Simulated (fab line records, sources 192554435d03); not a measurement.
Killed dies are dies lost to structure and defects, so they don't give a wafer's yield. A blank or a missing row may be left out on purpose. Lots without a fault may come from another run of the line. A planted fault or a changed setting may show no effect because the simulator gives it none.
Chamber matching | flow n5_finfet | N5_MOL_CONTACT_COAG_ETCH_67 on rie_diel-05: 4 sister chambers
The step etches SOC in N2/H2, target depth 60 nm, overetch 21 nm, time 101.2 s. 14 wafers are shown with their chamber, then 7 later ones without.

WAFERS WITH THEIR CHAMBER
wafer  | chamber | showerhead_plenum_p_Torr (Torr) | throttle_valve_pct (%) | drypump_motor_current_A (A)
L074.1 | 2       | 2.61                            | 18.13                  | 6.2
L074.2 | 3       | 2.52                            | 17.81                  | 5.8
L074.3 | 0       | 2.49                            | 17.63                  | 5.7
L074.4 | 1       | 2.51                            | 18.06                  | 5.1
L074.5 | 2       | 2.61                            | 18.11                  | 6.2
L074.6 | 3       | 2.52                            | 17.82                  | 5.8
L075.1 | 0       | 2.49                            | 17.62                  | 5.7
L075.4 | 2       | 2.61                            | 18.14                  | 6.2
L075.5 | 3       | 2.52                            | 17.84                  | 5.8
L079.2 | 2       | 2.61                            | 18.14                  | 6.2
L079.4 | 0       | 2.49                            | 17.64                  | 5.6
L079.5 | 3       | 2.51                            | 17.85                  | 5.7
L080.3 | 2       | 2.60                            | 18.15                  | 6.2
L080.5 | 3       | 2.51                            | 17.86                  | 5.7

SIGNATURES (means of the wafers above)
reading                  | chamber 0 | chamber 1 | chamber 2 | chamber 3 | scatter within a chamber
showerhead_plenum_p_Torr | 2.4900    | 2.5100    | 2.6080    | 2.5160    | 0.00447
throttle_valve_pct       | 17.6300   | 18.0600   | 18.1340   | 17.8360   | 0.0169
drypump_motor_current_A  | 5.667     | 5.100     | 6.200     | 5.760     | 0.0432
Rule: a wafer's distance from a chamber is the root of the sum, over the readings, of the square of ((its reading less the chamber's mean) divided by the reading's scatter). The wafer belongs to the nearest chamber; if the next one is less than 2 further off, it can't be placed. The scatter: the root of (the sum of the squares of (reading less its chamber's mean) over the shown wafers, divided by (wafers less chambers)).

WAFERS WITHOUT THEIR CHAMBER
wafer  | showerhead_plenum_p_Torr (Torr) | throttle_valve_pct (%) | drypump_motor_current_A (A)
L080.6 | 2.48                            | 17.64                  | 5.6
L084.2 | 2.51                            | 17.67                  | 5.1
L084.3 | 2.48                            | 17.64                  | 5.7
L084.6 | 2.48                            | 17.63                  | 5.7
L097.1 | 2.49                            | 17.73                  | 5.1
L097.2 | 2.49                            | 17.92                  | 5.8
L097.3 | 2.59                            | 17.77                  | 6.2

WHICH CHAMBER EACH WENT THROUGH
wafer  | from the rows above | in truth
L080.6 | 0                   | 0
L084.2 | 0                   | 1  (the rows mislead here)
L084.3 | 0                   | 0
L084.6 | 0                   | 0
L097.1 | 0                   | 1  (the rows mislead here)
L097.2 | 3                   | 3
L097.3 | 3                   | 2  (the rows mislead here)
Placed correctly: 4 of 7. Can't be placed from these rows: 0. Placed wrongly: 3.
